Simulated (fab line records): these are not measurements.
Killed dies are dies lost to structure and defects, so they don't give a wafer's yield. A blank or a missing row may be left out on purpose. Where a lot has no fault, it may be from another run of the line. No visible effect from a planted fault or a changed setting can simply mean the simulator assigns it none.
fab line records + flow n5_finfet
[record]
- lots = 4
- wafers = 12
- last_day = 17
route steps=1938 shown WELL_APT@36 PMOS_HMC_CHANNEL_EPI@57 BEOL_M4@1111 PASSIVATION@1936
lots with no fault: from the same line, run without faults
start_h: hours from the record's opening day to when the first of the lot's shown wafers began + wait_h: how many hours have passed since the lot's step before this one + " unchanged from the row above + L1.1+2: several wafers, shown together as one row + - value missing, or start not given + * or withheld: withheld + < > ~ a bound
route shown NAME@n: a module of which the file shows steps, and the number in the route of the first + usual: the fault-free wafers' mean and standard deviation + same: alike in all rows + chamber/n: place in a boat + sites: per-site readings + _std_site: how widely they spread, as a standard deviation + _edge_site: inner sites' mean taken away from outer sites' mean + radius_mm: how far each site lies from the wafer's centre + mask NAME#n: copy n + behind: the tool/chamber that last shaped the wafer + hold: the reason the lot was held/the length of the hold in hours/how it ended + device: which transistor (n, p or np) failed to switch + end of line: the route-end tests of the same wafers + where a step has no rows: the recipe by itself + killed: dies that structure and defects cost at the first sort, which is not the same as the wafer's yield + map: the dies of a wafer, with x for killed, . for not killed, _ for no die there
set.NAME: the setting the step ran with; set.NAME@STEP: the setting that earlier step ran with + model.NAME: the simulator's own value behind a step, which no gauge read
certain route steps with their lots: each step a table, each wafer a row
services: a tool's chamber out of use, with start hour (start_h, from the record's first day; less than 0 if before it), hours out, and reason
[[steps]]
[step N5_WELL_APT_COAT_19]
[recipe]
- spin_rpm = 1357
- resist_thk_nm = 950
[step N5_WELL_APT_EBR_21]
[recipe]
- solvent = PGMEA
- ebr_width_mm = 1.5
[step N5_WELL_APT_SOFTBAKE_20]
[recipe]
- temp_c = 130
- time_s = 60
[step N5_WELL_APT_EXPOSE_22]
[recipe]
- mask_id = PWELL
- na = 0.8
- source_shape = conventional
- sigma_outer = 0.8
- polarization = unpolarized
- defocus_nm = 0
- target_cd_nm = 200
- dose_mj = 23.2
[step N5_WELL_APT_PEB_23]
[recipe]
- peb_temp_c = 130
- peb_time_s = 90
[step N5_WELL_APT_DEVELOP_24]
[recipe]
- develop_time_s = 45
- rinse_liquid = surfactant_rinse
- dry = air_spin
- dev_temp_c = 21
[step N5_WELL_APT_HARDBAKE_29]
[recipe]
- temp_c = 130
- time_s = 120
[step N5_WELL_APT_DESCUM_30]
[recipe]
- chemistry = O2
- time_s = 7.9
- source_power_w = 50
- bias_power_w = 20
- pressure_mtorr = 20
- rf_frequency_hz = 2.712e+07
- temp_c = 40
- o2_flow_sccm = 225
[step N5_WELL_APT_IMPLANT_31]
[recipe]
- species = B
- energy_kev = 60
- dose_cm2 = 1.5e+13
- tilt_deg = 0
- rotation_deg = 0
[step N5_WELL_APT_IMPLANT_32]
[recipe]
- species = BF2
- energy_kev = 50
- dose_cm2 = 2e+13
- tilt_deg = 0
- rotation_deg = 0
[usual]
- beam_energy_keV = 50.003/0.016
- dose_ions_cm2 = 1.9996e+13/2.4e+10
| lot.wafer | tool         | chamber | start_h | wait_h | beam_energy_keV | dose_ions_cm2 | model.implant.rp_nm | model.implant.drp_nm |
|-----------|--------------|---------|---------|--------|-----------------|---------------|---------------------|----------------------|
| L750.2    | implanter-02 | 0       | 81.81   | 0.1    | 49.990          | 2.0006e+13    | 38.36               | 18.55                |
| L750.3    | "            | 0       | "       | "      | 50.000          | 2.0006e+13    | 38.36               | 18.55                |
| L750.4    | "            | 0       | "       | "      | 49.986          | 2.0048e+13    | 38.36               | 18.55                |
| L753.3    | implanter-01 | 0       | 99.59   | 0.1    | 49.987          | 1.9978e+13    | 38.26               | 18.55                |
| L753.4    | "            | 0       | "       | "      | 49.978          | 1.9979e+13    | 38.26               | 18.55                |
| L753.6    | "            | 0       | "       | "      | 49.978          | 2.0011e+13    | 38.26               | 18.55                |
| L754.1    | implanter-02 | 0       | 105.64  | 0.1    | 69.558          | 1.9971e+13    | 53.78               | 23.68                |
| L754.2    | "            | 0       | "       | "      | 69.580          | 1.999e+13     | 53.78               | 23.68                |
| L754.4    | "            | 0       | "       | "      | 69.562          | 2.0014e+13    | 53.78               | 23.68                |
| L756.1    | implanter-02 | 0       | 117.30  | 0.1    | 69.572          | 1.9987e+13    | 53.2                | 23.68                |
| L756.4    | "            | 0       | "       | "      | 69.569          | 1.999e+13     | 53.2                | 23.68                |
| L756.6    | "            | 0       | "       | "      | 69.568          | 1.9998e+13    | 53.2                | 23.68                |
[step N5_WELL_APT_STRIP_33]
[recipe]
- chemistry = SPM
- time_s = 900
- temp_c = 130
- h2so4_h2o2_vol_ratio = 4
- dry = ipa_marangoni
[step N5_WELL_APT_RTA_34]
[recipe]
- temp_c = 1000
- time_s = 10
- ambient = N2
- idle_temp_c = 600
- ramp_up_c_per_s = 150
- ramp_down_c_per_s = 60
- cool_to_c = 600
[step N5_WELL_APT_OXIDE_STRIP_42]
[recipe]
- chemistry = dHF
- dilution = 25:1
- time_s = 45
- temp_c = 25
- target = SiO2
- target_depth_a = 120
[step N5_WELL_APT_PRECLEAN_36]
[recipe]
- chemistry = O3/DIW
- time_s = 45
- temp_c = 22
- o3_ppm = 10
[step N5_WELL_APT_PRECLEAN_39]
[recipe]
- chemistry = dHF
- time_s = 60
- dilution = 150:1
- temp_c = 25
[step N5_WELL_APT_SRD_37]
[recipe]
- dry = ipa_marangoni
- do_ppb = 5
- time_s = 30
- temp_c = 23
- rinse_liquid = diw
[step N5_WELL_APT_EPI_41]
[recipe]
- material = Si
- target_thk_a = 500
- temp_c = 650
- precursor = SiH4/H2
- pressure_torr = 20
- time_s = 297.7
[step N5_PMOS_HMC_CHANNEL_EPI_HM_DEP_34]
[recipe]
- material = SiO2
- target_thk_a = 360
- temp_c = 400
- precursor = TEOS/O2
- pressure_torr = 6.5
- rf_w = 900
- teos_flow_sccm = 161.4
- gas = O2
- flow_sccm = 2650
- time_s = 6.9
[step N5_PMOS_HMC_CHANNEL_EPI_COAT_31]
[recipe]
- resist = BARC
- temp_c = 205
- time_s = 60
- spin_rpm = 1500
- resist_thk_nm = 66
[step N5_PMOS_HMC_CHANNEL_EPI_COAT_03]
[recipe]
- resist = CAR-ArF-block
- spin_rpm = 1500
- resist_thk_nm = 205
[step N5_PMOS_HMC_CHANNEL_EPI_EBR_05]
[recipe]
- solvent = PGMEA
- ebr_width_mm = 1.5
[step N5_PMOS_HMC_CHANNEL_EPI_SOFTBAKE_04]
[recipe]
- temp_c = 110
- time_s = 60
- resist = CAR-ArF-block
[step N5_PMOS_HMC_CHANNEL_EPI_EXPOSE_06]
[recipe]
- mask_id = PMOS_HMC_BLK
- na = 1.35
- source_shape = conventional
- sigma_outer = 0.8
- polarization = unpolarized
- target_cd_nm = 240
- dose_mj = 41
[step N5_PMOS_HMC_CHANNEL_EPI_PEB_07]
[recipe]
- peb_temp_c = 110
- peb_time_s = 60
- resist = CAR-ArF-block
[step N5_PMOS_HMC_CHANNEL_EPI_DEVELOP_08]
[recipe]
- develop_time_s = 30
- developer = TMAH
- resist = CAR-ArF-block
- dev_temp_c = 23
- rinse_liquid = diw
- dry = air_spin
[step N5_PMOS_HMC_CHANNEL_EPI_DESCUM_14]
[recipe]
- chemistry = O2
- time_s = 7.9
- source_power_w = 50
- bias_power_w = 20
- pressure_mtorr = 20
- rf_frequency_hz = 2.712e+07
- temp_c = 40
- resist = CAR-ArF-block
- o2_flow_sccm = 225
[step N5_PMOS_HMC_CHANNEL_EPI_ETCH_32]
[recipe]
- chemistry = N2/H2
- target = BARC
- stop_on = SiO2
- target_depth_a = 858
- over_etch_frac = 0.3
- time_s = 50.3
- ion_energy_ev = 200
- mask_material = CAR-ArF-block
- pressure_mtorr = 30
- source_w = 840
- bias_w = 150
- n2_flow_sccm = 200
- h2_flow_sccm = 200
[step N5_PMOS_HMC_CHANNEL_EPI_HM_OPEN_15]
[recipe]
- chemistry = CHF3/O2
- target = SiO2
- mask_material = CAR-ArF-block
- target_depth_a = 406
- CHF3_flow_sccm = 50
- O2_flow_sccm = 5
- Ar_flow_sccm = 200
- time_s = 20.3
- pressure_mtorr = 30
- source_w = 650
- bias_w = 170
- ion_energy_ev = 200
[step N5_PMOS_HMC_CHANNEL_EPI_STRIP_33]
[recipe]
- chemistry = N2/H2
- power_w = 500
- temp_c = 40
- pressure_mtorr = 50
- rf_frequency_hz = 6e+07
- overash_fraction = 0.3
- bias_power_w = 8
- h2_frac = 0.5
- n2_flow_sccm = 300
- h2_flow_sccm = 300
[step N5_PMOS_HMC_CHANNEL_EPI_STRIP_17]
[recipe]
- chemistry = SPM
- time_s = 750
- temp_c = 130
- h2so4_h2o2_vol_ratio = 4
- dry = ipa_marangoni
[step N5_PMOS_HMC_CHANNEL_EPI_ETCH_38]
[recipe]
- chemistry = CF4
- target = SiO2
- target_depth_a = 15
- ion_energy_ev = 350
- pressure_mtorr = 10
- icp_w = 800
- bias_w = 400
- cf4_flow_sccm = 80
[step N5_PMOS_HMC_CHANNEL_EPI_FIN_RECESS_16]
[recipe]
- chemistry = HBr/Cl2
- target = Si
- mask_material = SiO2
- target_depth_a = 540
- time_s = 18
- pressure_mtorr = 10
- icp_w = 800
- bias_w = 75
- HBr_flow_sccm = 150
- Cl2_flow_sccm = 80
[step N5_PMOS_HMC_CHANNEL_EPI_PRECLEAN_36]
[recipe]
- chemistry = O3/DIW
- time_s = 45
- temp_c = 22
- o3_ppm = 10
[step N5_PMOS_HMC_CHANNEL_EPI_PRECLEAN_18]
[recipe]
- chemistry = DHF
- time_s = 30
- temp_c = 25
- dilution = withheld
[step N5_PMOS_HMC_CHANNEL_EPI_SRD_19]
[recipe]
- dry = ipa_marangoni
- do_ppb = 5
- time_s = 30
- temp_c = 23
- rinse_liquid = diw
[step N5_BEOL_M4_RC_MEAS_101]
[usual]
- CJ_N = 4.36/0.095
- DIBL_N = 37.0/2.3
- DIBL_P = 37.3/2.8
- IOFF_N = 0.17/0.046
- IOFF_P = 0.23/0.054
- ION_N = 675/14
- ION_P = 460/9.3
- RS_PWELL = 3006/23
- SS_N = 71.7/0.73
- SS_P = 73.6/0.95
- VT_N = 249/3.9
- VT_P = -250/3.9
| lot.wafer | tool      | chamber | start_h | wait_h | CJ_N | DIBL_N[mV/V] | DIBL_P[mV/V] | IOFF_N[nA/um] | IOFF_P[nA/um] | ION_N[uA/um] | ION_P[uA/um] | RS_PWELL[ohm/sq] | SS_N[mV/dec] | SS_P[mV/dec] | VT_N[mV] | VT_P[mV] |
|-----------|-----------|---------|---------|--------|------|--------------|--------------|---------------|---------------|--------------|--------------|------------------|--------------|--------------|----------|----------|
| L750.2    | prober-01 | 0       | 235.57  | 0.2    | 4.37 | 37.3         | 37.4         | 0.15          | 0.23          | 662          | 455          | 3000             | 71.4         | 74.5         | 252      | -248     |
| L750.3    | "         | 0       | "       | "      | 4.62 | 39.7         | 38.7         | 0.21          | 0.24          | 677          | 461          | 3046             | 72.4         | 73.9         | 246      | -251     |
| L750.4    | "         | 0       | "       | "      | 4.57 | 36.2         | 34.4         | 0.14          | 0.17          | 664          | 452          | 3027             | 71.6         | 72.6         | 253      | -254     |
| L754.1    | prober-01 | 0       | 275.30  | 0.0    | 3.21 | 38.5         | 38.8         | 0.18          | 0.22          | 675          | 458          | 2725             | 71.8         | 73.4         | 249      | -253     |
| L754.2    | "         | 0       | "       | "      | 3.32 | 37.5         | 37.0         | 0.18          | 0.20          | 691          | 464          | 2724             | 71.6         | 73.2         | 248      | -253     |
| L754.4    | "         | 0       | "       | "      | 3.37 | 39.5         | 38.4         | 0.21          | 0.21          | 689          | 464          | 2708             | 72.9         | 73.4         | 247      | -252     |
| L753.3    | prober-01 | 0       | 281.14  | 0.3    | 4.47 | 38.5         | 37.5         | 0.20          | 0.25          | 667          | 458          | 2992             | 72.4         | 74.2         | 248      | -251     |
| L753.4    | "         | 0       | "       | "      | 4.27 | 36.1         | 36.0         | 0.15          | 0.22          | 680          | 468          | 3018             | 71.8         | 72.6         | 248      | -246     |
| L753.6    | "         | 0       | "       | "      | 4.41 | 39.4         | 38.4         | 0.20          | 0.25          | 664          | 449          | 3055             | 73.3         | 74.2         | 250      | -249     |
| L756.1    | prober-02 | 0       | 286.19  | 0.0    | 3.13 | 34.6         | 33.0         | 0.12          | 0.15          | 658          | 446          | 2661             | 71.2         | 72.6         | 255      | -254     |
| L756.4    | "         | 0       | "       | "      | 3.34 | 39.0         | 35.2         | 0.20          | 0.18          | 675          | 451          | 2688             | 73.0         | 73.5         | 254      | -254     |
| L756.6    | "         | 0       | "       | "      | 3.22 | 36.3         | 32.4         | 0.14          | 0.15          | 653          | 447          | 2684             | 72.5         | 72.7         | 255      | -255     |
[step N5_PASSIVATION_PROBE_49]
[usual]
- defect_limited_yield = 91.5/1.3
- killed_at_M0_to_M3 = 36/10
- killed_at_M4_up = 13/4.7
- killed_at_contacts = 13/6.7
- killed_at_front_end = 37/9.7
- killed_at_other = 2.6/2.3
- killed_dies = 101/15
- killed_open = 67/12
- killed_short = 32/6.7
- sort_bin_5_function = 5.0/0.89
- sort_bin_6_memory = 3.2/0.63
- sort_n_pass = 1079/16
- sort_yield_pct = 91.4/1.4
[same]
- gross_dies = 1180
- killed_at_back_side = 0
- sort_bin_4_leakage[%] = 0
- sort_bin_8_speed[%] = 0
| lot.wafer | tool      | chamber | start_h | wait_h | defect_limited_yield[%] | killed_at_M0_to_M3 | killed_at_M4_up | killed_at_contacts | killed_at_front_end | killed_at_other | killed_dies | killed_open | killed_short | sort_bin_5_function[%] | sort_bin_6_memory[%] | sort_n_pass | sort_yield_pct[%] |
|-----------|-----------|---------|---------|--------|-------------------------|--------------------|-----------------|--------------------|---------------------|-----------------|-------------|-------------|--------------|------------------------|----------------------|-------------|-------------------|
| L750.3    | prober-02 | -       | 349.49  | 0.1    | 89.8                    | 47                 | 16              | 17                 | 34                  | 6               | 120         | 78          | 34           | 6.1                    | 3.3                  | 1060        | 89.8              |
| L753.3    | prober-01 | -       | 386.76  | 0.1    | 88.1                    | 52                 | 16              | 23                 | 48                  | 2               | 141         | 98          | 41           | 6.8                    | 4.7                  | 1039        | 88.1              |
| L753.4    | prober-01 | -       | 386.81  | 0.2    | 89.6                    | 43                 | 8               | 17                 | 55                  | 0               | 123         | 81          | 42           | 6.5                    | 3.4                  | 1057        | 89.6              |
| L753.6    | prober-01 | -       | 386.91  | 0.3    | 92.3                    | 37                 | 11              | 11                 | 31                  | 1               | 91          | 61          | 24           | 3.8                    | 3.3                  | 1089        | 92.3              |
// killed by level:class
L750.3 MOL_CONTACT_COAG:geometric_particle:open=15 BEOL_M2:geometric_particle:open=14 BEOL_M4:geometric_particle:open=11 BEOL_M1:geometric_particle:open=9 BEOL_M0_SAQP:geometric_particle:short=8 BEOL_M0_SAQP:geometric_particle:open=7 HKMG_FIN:area_etch=7 GATE_CUT:geometric_particle:short=5
L753.3 MOL_CONTACT_COAG:geometric_particle:open=21 STI_FIN_REVEAL:geometric_particle:open=14 BEOL_M0_SAQP:geometric_particle:open=12 BEOL_M0_SAQP:geometric_particle:short=8 BEOL_M1:geometric_particle:open=8 BEOL_M2:geometric_particle:open=8 FIN_SAQP:geometric_particle:open=7 FIN_SAQP:geometric_particle:short=7
L753.4 STI_FIN_REVEAL:geometric_particle:open=13 BEOL_M0_SAQP:geometric_particle:short=13 FIN_SAQP:geometric_particle:short=12 FIN_SAQP:geometric_particle:open=12 BEOL_M0_SAQP:geometric_particle:open=12 MOL_CONTACT_COAG:geometric_particle:open=11 MOL_CONTACT_COAG:geometric_particle:short=6 BEOL_M1:geometric_particle:open=6
L753.6 MOL_CONTACT_COAG:geometric_particle:open=9 BEOL_M0_SAQP:geometric_particle:open=9 BEOL_M0_SAQP:geometric_particle:short=8 STI_FIN_REVEAL:geometric_particle:open=7 BEOL_M3:geometric_particle:open=7 HKMG_FIN:area_etch=5 BEOL_M0:geometric_particle:open=4 BEOL_M2:geometric_particle:open=4
[[services]]
| tool         | chamber | start_h | hours | kind   |
|--------------|---------|---------|-------|--------|
| implanter-02 | -       | 70.49   | 3.0   | repair |
| implanter-01 | -       | 101.42  | 2.6   | pm     |
[[key]]
[first_sign]
- step = N5_WELL_APT_IMPLANT_32
- reading = beam_energy_keV
- direction = up
- sigmas = 99+
- usual = 50.003
- struck = 69.568
[effect]
- step = N5_BEOL_M4_RC_MEAS_101
- reading = RS_PWELL
- direction = down
- sigmas = 14
- usual = 3006
- struck = 2698
[effect]
- step = N5_BEOL_M4_RC_MEAS_101
- reading = CJ_N
- direction = down
- sigmas = 12
- usual = 4.36
- struck = 3.27
[model_effect]
- step = N5_WELL_APT_IMPLANT_32
- value = implant.rp_nm
- without = 38.54
- struck = 53.49
met_at N5_WELL_APT_IMPLANT_32
struck_wafers L754.1,L754.2,L754.4,L756.1,L756.4,L756.6
onset_between 81.81 105.64
[fault]
- kind = process_parameter_drift
- tool = implanter-02
- chamber = -
- onset_h = 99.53
- steps = N5_WELL_APT_IMPLANT_32
- channel = energy_kev
- offset = 19.572
- shape = step
- end_h = 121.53
- acts_in = these_recipes_only
- stated = 50
